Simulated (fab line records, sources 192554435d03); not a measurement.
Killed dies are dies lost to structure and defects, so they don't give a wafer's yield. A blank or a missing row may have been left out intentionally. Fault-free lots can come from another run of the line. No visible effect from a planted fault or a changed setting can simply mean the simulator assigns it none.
fab line records -- flow n5Finfet -- part 2 of 2: steps 5 to 6 of 6
record: lots: 20, wafers: 60, lastDay: 19
route steps=1938 shown BEOL_M0_SAQP@665 BEOL_M0_CUTY@712 BEOL_M0@729
lots untouched by any fault: they come from a run of this same line in which no faults occurred
startH: hours from the record's first day to the start of the lot's first wafer shown -- waitH: time in hours since the lot's previous step -- " same as the row above -- L1.1+2: one row covering several wafers at once -- - no value, or no start was given -- * or withheld: withheld -- < > ~ a bound
route shown NAME@n: NAME is a module with steps in the file, n the number in the route of the first one -- usual: average and standard deviation across the fault-free wafers -- same: alike in all rows -- chamber/n: place in a boat -- sites: the reading at each site -- _std_site: their standard deviation -- _edge_site: inner sites' mean taken away from outer sites' mean -- radiusMm: for every site, how far away it sits from the centre of the wafer -- mask NAME#n: copy n -- behind: the last tool/chamber to shape the wafer -- hold: why the lot went on hold/how many hours it stayed there/how the hold came to an end -- device: names the non-switching transistor (n, p or np) -- end of line: at the end of the route, the tests of the same wafers -- for a step that has no rows: nothing shown but its recipe -- killed: not the wafer's yield, but the dies lost to structure and defects at the first sort -- map: a wafer's dies, x killed, . not, _ none there
set.NAME: the setting that was run; set.NAME@STEP: the one run at that earlier step -- model.NAME: the simulator's own value behind a step, which no gauge read
steps of the route over a sample of lots; a table a step, a row a wafer
services: the hour from which a tool's chamber was out of use, counted from the record's first day as startH (under 0 if before that day), plus the number of hours and why
== steps ==
step: N5_BEOL_M0_CUTY_ETCH_62
recipe: chemistry: CF4, target: SiARC, maskMaterial: CAR-ArF-block, timeS: 58.5, ionEnergyEv: 80, pressureMtorr: 40, sourceW: 545, biasW: 36, Ar_flow_sccm: 100, cf4FlowSccm: 100, ends: cleared
usual: biasW: 36.02/0.097, drypumpMotorCurrentA: 5.7/0.44, etchRfOnTimeS: 58.5/1.5, oesProductAu: 0.67/0.081, rfVppV: 184.2/0.99, showerheadPlenumPTorr: 2.16/0.043, throttleValvePct: 15.63/0.2
lot.wafer,tool,chamber,startH,waitH,biasW,drypumpMotorCurrentA,etchRfOnTimeS,oesProductAu,rfHoursCounterH,rfVppV,showerheadPlenumPTorr,throttleValvePct
L074.3,rieDiel-06,3,112.72,0.0,35.97,5.8,58.6,0.64,154,184.1,2.13,15.62
L074.5,rieDiel-06,0,112.72,0.0,36.20,5.8,57.7,0.80,-,184.7,2.18,15.45
L074.6,rieDiel-06,3,112.72,0.0,36.09,5.8,58.7,0.64,-,182.6,2.13,15.63
L075.2,rieDiel-02,0,121.72,0.0,36.06,5.2,58.6,0.61,210,184.1,2.21,15.95
L075.3,rieDiel-02,1,121.72,0.0,36.05,5.0,60.7,0.59,208,184.2,2.12,15.65
L075.5,rieDiel-02,2,121.72,0.0,36.02,5.8,58.8,0.75,-,185.0,2.18,15.47
L076.1,rieDiel-05,3,125.53,0.0,36.14,5.3,54.9,0.81,11,184.6,2.18,15.28
L076.2,rieDiel-05,1,125.53,0.0,36.08,5.4,57.6,0.64,153,185.2,2.13,15.78
L076.6,rieDiel-05,2,125.53,0.0,36.14,5.5,60.1,0.59,-,184.0,2.13,15.68
L078.1,rieDiel-06,2,135.28,0.0,35.98,6.3,59.3,0.61,191,185.0,2.13,15.75
L078.3,rieDiel-06,1,135.28,0.0,35.96,5.8,56.5,0.76,27,184.8,2.19,15.39
L078.4,rieDiel-06,0,135.28,0.0,36.10,5.8,58.1,0.79,21,185.6,2.18,15.47
L077.1,rieDiel-05,0,139.97,0.0,35.86,6.3,59.5,0.61,157,183.0,2.13,15.76
L077.2,rieDiel-05,1,139.97,0.0,36.10,5.4,57.9,0.64,160,183.5,2.13,15.79
L077.6,rieDiel-05,3,139.97,0.0,35.79,5.3,55.9,0.79,-,185.5,2.17,15.29
L079.1,rieDiel-06,1,143.02,0.0,36.05,5.7,56.8,0.76,29,183.8,2.19,15.38
L079.3,rieDiel-06,3,143.02,0.0,35.98,5.8,58.2,0.64,164,183.7,2.12,15.64
L079.6,rieDiel-06,0,143.02,0.0,36.12,5.8,57.9,0.78,-,182.5,2.18,15.47
L080.3,rieDiel-06,3,152.66,0.0,35.93,5.8,58.7,0.63,168,184.4,2.12,15.65
L080.5,rieDiel-06,2,152.66,0.0,35.98,6.3,60.1,0.60,-,183.8,2.13,15.77
L080.6,rieDiel-06,1,152.66,0.0,36.19,5.7,57.9,0.74,-,183.6,2.19,15.39
L082.1,rieDiel-02,0,165.83,0.0,36.12,5.2,58.4,0.60,223,183.4,2.20,15.96
L082.2,rieDiel-02,3,165.83,0.0,35.91,6.3,57.2,0.81,9,186.9,2.27,15.45
L082.6,rieDiel-02,0,165.83,0.0,36.18,5.2,58.3,0.60,-,184.4,2.20,15.98
L084.1,rieDiel-06,2,172.39,0.0,36.00,6.3,60.0,0.60,203,183.5,2.13,15.80
L084.5,rieDiel-06,1,172.39,0.0,36.03,5.8,57.3,0.74,-,184.3,2.19,15.42
L084.6,rieDiel-06,2,172.39,0.0,35.93,6.3,59.3,0.60,-,184.5,2.13,15.78
L085.1,rieDiel-02,2,179.19,0.0,36.16,5.8,58.6,0.73,45,185.0,2.17,15.52
L085.3,rieDiel-02,1,179.19,0.0,36.03,5.0,61.1,0.59,224,182.8,2.11,15.69
L085.6,rieDiel-02,2,179.19,0.0,36.10,5.8,59.2,0.73,-,184.5,2.17,15.51
L087.2,rieDiel-02,3,192.64,0.0,36.07,6.3,57.2,0.79,16,186.3,2.27,15.46
L087.5,rieDiel-02,3,192.64,0.0,35.99,6.3,57.4,0.80,-,186.3,2.27,15.45
L087.6,rieDiel-02,2,192.64,0.0,36.07,5.8,58.6,0.72,-,184.2,2.17,15.51
L086.1,rieDiel-06,0,193.45,0.0,36.05,5.8,57.1,0.76,37,185.5,2.18,15.50
L086.3,rieDiel-06,2,193.45,0.0,36.08,6.3,59.2,0.59,208,183.5,2.13,15.79
L086.5,rieDiel-06,2,193.45,0.0,36.01,6.3,59.0,0.60,-,184.6,2.13,15.79
L090.1,rieDiel-02,3,214.50,0.0,35.98,6.4,56.7,0.78,26,184.3,2.26,15.47
L090.3,rieDiel-02,0,214.50,0.0,35.94,5.2,57.9,0.59,237,184.0,2.20,16.00
L090.5,rieDiel-02,3,214.50,0.0,35.88,6.4,56.8,0.77,-,184.8,2.26,15.48
L091.1,rieDiel-02,0,217.31,0.0,35.97,5.1,58.4,0.59,238,185.1,2.20,16.01
L091.4,rieDiel-02,0,217.31,0.0,35.78,5.1,58.2,0.60,-,182.7,2.20,16.02
L091.6,rieDiel-02,1,217.31,0.0,35.98,5.0,60.0,0.58,-,182.6,2.11,15.71
L092.2,rieDiel-05,0,219.97,0.0,36.00,6.2,59.3,0.60,182,182.0,2.12,15.81
L092.3,rieDiel-05,1,219.97,0.0,35.95,5.4,58.0,0.63,184,182.6,2.12,15.85
L092.6,rieDiel-05,2,219.97,0.0,36.04,5.5,60.3,0.58,-,183.6,2.12,15.73
L093.1,rieDiel-05,1,228.01,0.0,36.05,5.4,58.2,0.62,187,183.4,2.12,15.83
L093.3,rieDiel-05,2,228.01,0.0,36.01,5.5,60.5,0.57,232,184.3,2.12,15.75
L093.5,rieDiel-05,3,228.01,0.0,35.97,5.3,56.7,0.74,-,185.1,2.17,15.36
L094.1,rieDiel-02,2,232.52,0.0,36.10,5.8,58.9,0.70,62,184.7,2.17,15.54
L094.2,rieDiel-02,3,232.52,0.0,36.00,6.3,57.6,0.76,34,185.7,2.26,15.49
L094.5,rieDiel-02,1,232.52,0.0,36.02,4.9,60.6,0.58,-,184.9,2.11,15.71
L095.1,rieDiel-05,0,234.79,0.0,36.00,6.3,59.9,0.59,188,184.2,2.12,15.83
L095.4,rieDiel-05,3,234.79,0.0,36.20,5.3,56.1,0.74,47,184.3,2.17,15.36
L095.6,rieDiel-05,2,234.79,0.0,35.79,5.5,61.0,0.58,-,184.6,2.12,15.75
L096.1,rieDiel-06,0,246.28,0.0,36.04,5.8,58.3,0.73,55,184.4,2.17,15.54
L096.3,rieDiel-06,1,246.28,0.0,35.91,5.7,58.3,0.71,59,184.5,2.18,15.43
L096.4,rieDiel-06,2,246.28,0.0,36.12,6.3,60.2,0.58,224,184.2,2.12,15.82
L097.1,rieDiel-05,2,260.28,0.0,35.97,5.5,61.6,0.56,244,183.6,2.12,15.77
L097.3,rieDiel-05,1,260.28,0.0,36.07,5.4,58.7,0.61,199,183.8,2.12,15.89
L097.6,rieDiel-05,3,260.28,0.0,36.03,5.3,56.8,0.71,-,184.7,2.16,15.39
step: N5_BEOL_M0_DEGAS_112
recipe: ambient: vacuum, tempC: 250, timeS: 60
usual: heaterPowerW: 343/40
lot.wafer,tool,chamber,startH,waitH,heaterPowerW
L074.3,pvdSputter-02,-,119.56,0.3,291
L074.5,pvdSputter-02,-,119.56,0.3,290
L074.6,pvdSputter-02,-,119.56,0.3,422
L075.2,pvdSputter-03,-,123.33,0.3,315
L075.3,pvdSputter-03,-,123.33,0.3,341
L075.5,pvdSputter-03,-,123.33,0.3,364
L076.1,pvdSputter-03,-,129.98,0.0,357
L076.2,pvdSputter-03,-,129.98,0.0,327
L076.6,pvdSputter-03,-,129.98,0.0,329
L078.1,pvdSputter-01,-,139.94,0.5,315
L078.3,pvdSputter-01,-,139.94,0.5,387
L078.4,pvdSputter-01,-,139.94,0.5,367
L077.1,pvdSputter-02,-,145.81,2.4,341
L077.2,pvdSputter-02,-,145.81,2.4,300
L077.6,pvdSputter-02,-,145.81,2.4,341
L079.1,pvdSputter-03,-,149.32,0.6,310
L079.3,pvdSputter-03,-,149.32,0.6,329
L079.6,pvdSputter-03,-,149.32,0.6,316
L080.3,pvdSputter-01,-,155.97,0.3,395
L080.5,pvdSputter-01,-,155.97,0.3,377
L080.6,pvdSputter-01,-,155.97,0.3,328
L082.1,pvdSputter-01,-,169.96,2.1,313
L082.2,pvdSputter-01,-,169.96,2.1,402
L082.6,pvdSputter-01,-,169.96,2.1,331
L084.1,pvdSputter-02,-,179.63,0.1,288
L084.5,pvdSputter-02,-,179.63,0.1,290
L084.6,pvdSputter-02,-,179.63,0.1,413
L085.1,pvdSputter-03,-,186.81,0.4,353
L085.3,pvdSputter-03,-,186.81,0.4,313
L085.6,pvdSputter-03,-,186.81,0.4,360
L087.2,pvdSputter-02,-,194.83,0.4,298
L087.5,pvdSputter-02,-,194.83,0.4,414
L087.6,pvdSputter-02,-,194.83,0.4,288
L086.1,pvdSputter-02,-,198.39,1.0,293
L086.3,pvdSputter-02,-,198.39,1.0,290
L086.5,pvdSputter-02,-,198.39,1.0,301
L090.1,pvdSputter-03,-,218.41,0.4,314
L090.3,pvdSputter-03,-,218.41,0.4,306
L090.5,pvdSputter-03,-,218.41,0.4,311
L091.1,pvdSputter-02,-,218.80,0.3,285
L091.4,pvdSputter-02,-,218.80,0.3,340
L091.6,pvdSputter-02,-,218.80,0.3,422
L092.2,pvdSputter-02,-,222.02,0.2,434
L092.3,pvdSputter-02,-,222.02,0.2,291
L092.6,pvdSputter-02,-,222.02,0.2,281
L093.1,pvdSputter-02,-,231.69,1.1,343
L093.3,pvdSputter-02,-,231.69,1.1,290
L093.5,pvdSputter-02,-,231.69,1.1,407
L094.1,pvdSputter-01,-,237.48,1.8,381
L094.2,pvdSputter-01,-,237.48,1.8,325
L094.5,pvdSputter-01,-,237.48,1.8,374
L095.1,pvdSputter-03,-,238.29,0.2,309
L095.4,pvdSputter-03,-,238.29,0.2,315
L095.6,pvdSputter-03,-,238.29,0.2,334
L096.1,pvdSputter-01,-,252.83,0.2,366
L096.3,pvdSputter-01,-,252.83,0.2,372
L096.4,pvdSputter-01,-,252.83,0.2,311
L097.1,pvdSputter-01,-,263.16,1.0,394
L097.3,pvdSputter-01,-,263.16,1.0,324
L097.6,pvdSputter-01,-,263.16,1.0,360
== services ==
tool,chamber,startH,hours,kind
aldSin-01,3,91.63,6.6,repair
rieSi-05,1,97.60,11.9,repair
rieDiel-02,2,98.10,16.2,repair
rieDiel-04,2,115.56,19.2,repair
rieSi-05,2,116.98,2.2,repair
rieSi-05,-,124.04,0.4,repair
rieSi-06,-,137.66,14.6,pm
rieSi-03,-,150.98,2.8,pm
rieDiel-04,2,153.49,7.9,repair
rieDiel-02,0,153.84,5.9,repair
rieDiel-03,2,154.27,4.0,repair
rieDiel-02,1,156.34,5.9,repair
aldSin-03,0,163.40,1.3,repair
rieDiel-03,-,179.33,2.8,pm
rieSi-05,3,186.38,13.9,repair
rieDiel-02,0,190.66,4.0,repair
aldSin-03,1,199.95,19.4,repair
rieDiel-04,2,200.78,4.9,repair
rieDiel-04,0,210.17,13.3,repair
rieSi-05,-,214.93,2.8,pm
rieSi-05,3,241.24,9.1,repair
aldSin-01,0,250.48,10.1,repair
aldSin-01,-,255.63,2.8,pm
aldSin-01,-,259.64,1.6,repair
